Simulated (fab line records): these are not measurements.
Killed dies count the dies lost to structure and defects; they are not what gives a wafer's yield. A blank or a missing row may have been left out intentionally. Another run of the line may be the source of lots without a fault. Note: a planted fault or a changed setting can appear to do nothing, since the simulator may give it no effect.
Which tool is to blame? / flow nand-harc / 18 wafers from 6 lots sampled at 3 of the route's 1302 steps

## WHAT EACH GAUGE READ, for each wafer
NHARC_P_GATE_CD_MEAS_11: target cd 1640 nm.
lot=L692; measured=day 4 18:14; on=cd-sem-02; cd-nm (nm)=1640.7 1641.4 1641.7
lot=L694; measured=day 5 13:00; on=cd-sem-02; cd-nm (nm)=1641.2 1642.5 1641.3
lot=L697; measured=day 6 19:49; on=cd-sem-03; cd-nm (nm)=1639.7 1639.6 1640.1
lot=L701; measured=day 8 19:39; on=cd-sem-01; cd-nm (nm)=1638.9 1638.6 1640.9
lot=L704; measured=day 9 16:36; on=cd-sem-02; cd-nm (nm)=1638.2 1639.5 1637.4
lot=L713; measured=day 13 10:28; on=cd-sem-01; cd-nm (nm)=1639.4 1639.9 1640.0

## WHICH TOOL RAN EACH LOT (tool, then ch and the chambers of the sampled wafers, then the start)
lot=L692; NHARC_P_ZERO_WELL_DESCUM_54=rie-diel-02 ch 0,2,3, day 2 12:04; NHARC_P_GATE_EXPOSE_08=krf-scanner-01 ch 0, day 4 18:05
lot=L694; NHARC_P_ZERO_WELL_DESCUM_54=rie-diel-02 ch 0,2, day 3 08:20; NHARC_P_GATE_EXPOSE_08=krf-scanner-01 ch 0, day 5 12:51
lot=L697; NHARC_P_ZERO_WELL_DESCUM_54=rie-diel-02 ch 0,2,3, day 4 13:55; NHARC_P_GATE_EXPOSE_08=krf-scanner-01 ch 0, day 6 19:40
lot=L701; NHARC_P_ZERO_WELL_DESCUM_54=rie-diel-02 ch 0,2,3, day 6 06:04; NHARC_P_GATE_EXPOSE_08=krf-scanner-04 ch 0, day 8 19:30
lot=L704; NHARC_P_ZERO_WELL_DESCUM_54=rie-diel-04 ch 0,2, day 7 12:05; NHARC_P_GATE_EXPOSE_08=krf-scanner-03 ch 0, day 9 16:26
lot=L713; NHARC_P_ZERO_WELL_DESCUM_54=rie-diel-02 ch 1,2,3, day 11 05:59; NHARC_P_GATE_EXPOSE_08=krf-scanner-01 ch 0, day 13 10:19
- NHARC_P_ZERO_WELL_DESCUM_54: chemistry O2, time 3 s.
- NHARC_P_GATE_EXPOSE_08: exposes mask P HV.

## THE ANSWER, worked out from the rows above alone
Rule: the usual values come from the lots themselves. The widest of any qualifying gaps counts: lots, ordered by their means at a reading, are off when they make up no more than a third of the lots, leave a main group of 4 or more, and stand apart from it by 3 or more times the standard deviation of that group's means. Not used: any main group whose means are identical at the precision the tables above print for the reading. A lot without any number at a reading at which 4 lots or more have one is off too. Where the step has rows for the other lots, those lots are counted as sound.
No lot is off at any reading shown: from this, nothing can be told.

## WHAT THE SIMULATOR HAD PUT IN
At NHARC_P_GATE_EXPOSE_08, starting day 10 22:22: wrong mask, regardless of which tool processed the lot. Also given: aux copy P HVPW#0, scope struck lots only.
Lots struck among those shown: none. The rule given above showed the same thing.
